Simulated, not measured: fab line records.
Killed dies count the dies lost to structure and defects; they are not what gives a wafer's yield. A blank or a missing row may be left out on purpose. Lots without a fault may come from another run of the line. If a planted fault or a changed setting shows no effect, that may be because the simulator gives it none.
Lot-split experiment	flow n5 finfet	on a route of 1938 steps: 7 lots, 21 wafers read

## ON THE SPLIT
At N5_BEOL_M11_COAT_22 (resist thk 90 nm), the setting spin rpm was moved away from the recipe's 1500 rpm on 4 of the 21 wafers read, by -8.1% to +9.3%. This setting was run at the recipe's value on the other wafers.

## FROM THE SPLIT TO THE READING: what the file shows between them, 6 steps
- N5_BEOL_M11_EBR_24
- N5_BEOL_M11_SOFTBAKE_23: time 60 s
- N5_BEOL_M11_EXPOSE_25: exposes mask V10
- N5_BEOL_M11_PEB_26: peb time 60 s
- N5_BEOL_M11_DEVELOP_27: develop time 30 s
- N5_BEOL_M11_DESCUM_33: chemistry O2, time 7.9 s

## THE READING
CAR-ArF_of_BEOL_M11_COAT_22.thk nm (the simulator's own value, which no gauge read), in nm, at N5_BEOL_M11_ETCH_65 (etches SiARC in CF4, target depth 39 nm, time 65 s). There is no usual value for it anywhere in the file. Average 55.7 nm, standard deviation 0.32 nm, over the 17 wafers here run with the recipe.

wafer	tool, chamber at the split	spin rpm as run, rpm	against the recipe	CAR-ArF_of_BEOL_M11_COAT_22.thk nm, nm	against lot-mates on the recipe
L079.3	litho track-02, 0	1500	recipe	55.2	-
L079.5	litho track-02, 0	1500	recipe	55.8	-
L079.6	litho track-02, 0	1605	+7.0%	52.6	-2.9
L086.2	litho track-02, 0	1639	+9.3%	51.6	-4.1
L086.3	litho track-02, 0	1500	recipe	55.6	-
L086.6	litho track-02, 0	1500	recipe	55.8	-
L088.2	litho track-02, 0	1500	recipe	55.4	-
L088.4	litho track-02, 0	1500	recipe	55.4	-
L088.6	litho track-02, 0	1500	recipe	55.2	-
L091.1	litho track-03, 0	1379	-8.1%	59.2	+3.8
L091.4	litho track-03, 0	1500	recipe	55.4	-
L091.6	litho track-03, 0	1500	recipe	55.4	-
L092.1	litho track-01, 0	1500	recipe	56	-
L092.3	litho track-01, 0	1500	recipe	56.2	-
L092.6	litho track-01, 0	1500	recipe	56.2	-
L095.2	litho track-03, 0	1500	recipe	55.8	-
L095.4	litho track-03, 0	1500	recipe	56.2	-
L095.5	litho track-03, 0	1576	+5.1%	54	-2.0
L097.3	litho track-02, 0	1500	recipe	55.6	-
L097.4	litho track-02, 0	1500	recipe	55.8	-
L097.5	litho track-02, 0	1500	recipe	55.8	-

FIT RESULTS
A straight line over all 21 wafers: CAR-ArF_of_BEOL_M11_COAT_22.thk nm changes by -0.428 nm for each +1% of spin rpm; r = -0.98; the points scatter about the line by 0.33 nm.
The same after taking each lot's own level away (the mean of its wafers on the recipe; 21 wafers): -0.441 nm for each +1%; r = -0.99; scatter 0.16 nm.
Per that fit: largest spin rpm move, reading shift of 4.1 nm.
Measured against the standard deviation above, the lots' own levels, which go from 55.33 to 56.13 nm, span 2.5 times it.
Hence the lot-to-lot level has little effect on the slope; both slopes agree.
Check: -4.03 nm against its lot-mates is what the line predicts for one of the wafers moved furthest among these (+9.3%) when that wafer is left out of the fit. Against them it came out at -4.1 nm.

## FURTHER SPLITS ON THESE WAFERS
Other splits were also applied to these wafers ahead of the reading. Each is held against what the fit with the lots' levels taken away leaves over:
other split on the same wafers	wafers away from the commonest value	r with CAR-ArF_of_BEOL_M11_COAT_22.thk nm (lot level and that fit taken away)
N5_BEOL_M10_TRENCH_ETCH_37 time s	5	-0.06
N5_BEOL_M10_ALD_74 ald cycles	8	+0.19
N5_BEOL_M11_ETCH_62 time s	8	-0.11

## THE WHOLE CHAIN: every reading that the file lists as answering this split, in the file's order
step	what it does	reading	change (the file's fit)	r (the file's)
N5_BEOL_M11_COAT_22	resist thk 90 nm	CAR-ArF_of_BEOL_M11_COAT_22.thk nm (the simulator's own value, which no gauge read)	-0.459 nm for each +1% of the setting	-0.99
N5_BEOL_M11_DEVELOP_27	develop time 30 s	CAR-ArF_of_BEOL_M11_COAT_22.thk nm (the simulator's own value, which no gauge read)	-0.452 nm for each +1% of the setting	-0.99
N5_BEOL_M11_ETCH_65	etches SiARC in CF4, target depth 39 nm, time 65 s	CAR-ArF_of_BEOL_M11_COAT_22.thk nm (the simulator's own value, which no gauge read)	-0.439 nm for each +1% of the setting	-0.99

## THE FILE'S OWN FIT
CAR-ArF_of_BEOL_M11_COAT_22.thk nm changes by -0.439 nm for each +1% of spin rpm, r = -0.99.
